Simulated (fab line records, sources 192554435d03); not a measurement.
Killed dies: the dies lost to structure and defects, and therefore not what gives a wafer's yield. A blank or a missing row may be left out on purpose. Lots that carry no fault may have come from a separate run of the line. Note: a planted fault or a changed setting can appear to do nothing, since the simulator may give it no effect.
Split-lot study + flow n5_finfet + 21 wafers read from 7 lots, route of 1938 steps

## ON THE SPLIT
At N5_GATE_CUT_DESCUM_18 (chemistry O2, time 7 s), the setting time_s was moved away from the recipe's 7 s on 4 of the 21 wafers read, by -18.4% to +14.4%. For the rest of the wafers, this setting stayed at what the recipe calls for.

## SPLIT TO READING: what lies between them in the file, 1 step
- N5_GATE_CUT_ETCH_28: etches underlayer in N2/H2, target depth 13 nm, time 10.4 s

## THE READING
CAR-EUV_of_GATE_CUT_COAT_07.thk_nm (the simulator's own value, which no gauge read), in nm, at N5_GATE_CUT_ETCH_36 (etches SiARC in CF4, target depth 13 nm, time 21.7 s). There is no usual value for it anywhere in the file. Average 7.0 nm, standard deviation 0.12 nm, over the 17 wafers here run with the recipe.

| wafer  | tool, chamber at the split | time_s as run, s | against the recipe | CAR-EUV_of_GATE_CUT_COAT_07.thk_nm, nm | against lot-mates on the recipe |
|--------|----------------------------|------------------|--------------------|----------------------------------------|---------------------------------|
| L078.2 | rie_diel-01, 0,2           | 7                | recipe             | 7                                      | -                               |
| L078.4 | rie_diel-01, 0,2           | 7                | recipe             | 6.8                                    | -                               |
| L078.6 | rie_diel-01, 3             | 7                | recipe             | 6.8                                    | -                               |
| L081.2 | rie_diel-06, 2,0,3         | 7                | recipe             | 7.2                                    | -                               |
| L081.4 | rie_diel-06, 2,0,3         | 7                | recipe             | 7.2                                    | -                               |
| L081.3 | rie_diel-06, 2,0,3         | 7                | recipe             | 7                                      | -                               |
| L083.2 | rie_diel-01, 2,0           | 8.009            | +14.4%             | 6.4                                    | -0.4                            |
| L083.5 | rie_diel-01, 2,0           | 8.009            | +14.4%             | 6.4                                    | -0.4                            |
| L083.4 | rie_diel-01, 3             | 7                | recipe             | 6.8                                    | -                               |
| L085.1 | rie_diel-06, 3,2,0         | 7                | recipe             | 7                                      | -                               |
| L085.2 | rie_diel-06, 3,2,0         | 7                | recipe             | 7                                      | -                               |
| L085.3 | rie_diel-06, 3,2,0         | 7                | recipe             | 7                                      | -                               |
| L089.1 | rie_diel-01, 1,0,0         | 7                | recipe             | 6.8                                    | -                               |
| L089.3 | rie_diel-01, 1,0,0         | 7                | recipe             | 7                                      | -                               |
| L089.5 | rie_diel-01, 1,0,0         | 7                | recipe             | 7                                      | -                               |
| L092.1 | rie_diel-03, 3             | 7                | recipe             | 6.8                                    | -                               |
| L092.3 | rie_diel-03, 1,2           | 5.713            | -18.4%             | 7.6                                    | +0.8                            |
| L092.6 | rie_diel-03, 1,2           | 5.713            | -18.4%             | 7.4                                    | +0.6                            |
| L095.3 | rie_diel-01, 3,2,1         | 7                | recipe             | 7                                      | -                               |
| L095.5 | rie_diel-01, 3,2,1         | 7                | recipe             | 7                                      | -                               |
| L095.6 | rie_diel-01, 3,2,1         | 7                | recipe             | 7                                      | -                               |
Where a row lists several chambers, the file gives one row for several wafers and doesn't say which wafer went through which chamber.

THE FIT
A straight line over all 21 wafers: CAR-EUV_of_GATE_CUT_COAT_07.thk_nm changes by -0.0331 nm for each +1% of time_s; r = -0.89; the points scatter about the line by 0.13 nm.
The same after taking each lot's own level away (the mean of its wafers on the recipe; 21 wafers): -0.034 nm for each +1%; r = -0.95; scatter 0.08 nm.
That fit puts the effect of the largest move of time_s on the reading at 0.63 nm.
The lots' own levels span 6.80 to 7.13 nm, that is 2.7 times the standard deviation above.
The two slopes are in agreement: the lot-to-lot level therefore moves the slope only a little.
Check: with one of the wafers moved furthest among these (-18.4%) left out of the fit, the line predicts +0.558 nm for it against its lot-mates. Against them it came out at +0.8 nm.

## FURTHER SPLITS ON THESE WAFERS
These wafers also went through other splits before the reading. Each is held against what the fit with the lots' levels taken away leaves over:
| other split on the same wafers | wafers away from the commonest value | r with CAR-EUV_of_GATE_CUT_COAT_07.thk_nm (lot level and that fit taken away) |
|--------------------------------|--------------------------------------|-------------------------------------------------------------------------------|
| N5_SD_EPI_N_DESCUM_14 time_s   | 8                                    | +0.28                                                                         |
| N5_HKMG_FIN_COAT_29 spin_rpm   | 7                                    | -0.05                                                                         |
| N5_HKMG_FIN_DESCUM_17 time_s   | 5                                    | +0.13                                                                         |

## THE WHOLE CHAIN: every reading that the file lists as answering this split, in the file's order
| step                  | what it does                                         | reading                                                                             | change (the file's fit)                | r (the file's) |
|-----------------------|------------------------------------------------------|-------------------------------------------------------------------------------------|----------------------------------------|----------------|
| N5_GATE_CUT_DESCUM_18 | chemistry O2, time 7 s                               | CAR-EUV_of_GATE_CUT_COAT_07.thk_nm (the simulator's own value, which no gauge read) | -0.0308 nm for each +1% of the setting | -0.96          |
| N5_GATE_CUT_ETCH_36   | etches SiARC in CF4, target depth 13 nm, time 21.7 s | CAR-EUV_of_GATE_CUT_COAT_07.thk_nm (the simulator's own value, which no gauge read) | -0.0341 nm for each +1% of the setting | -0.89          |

## THE FILE'S OWN FIT
CAR-EUV_of_GATE_CUT_COAT_07.thk_nm changes by -0.0341 nm for each +1% of time_s, r = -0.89.
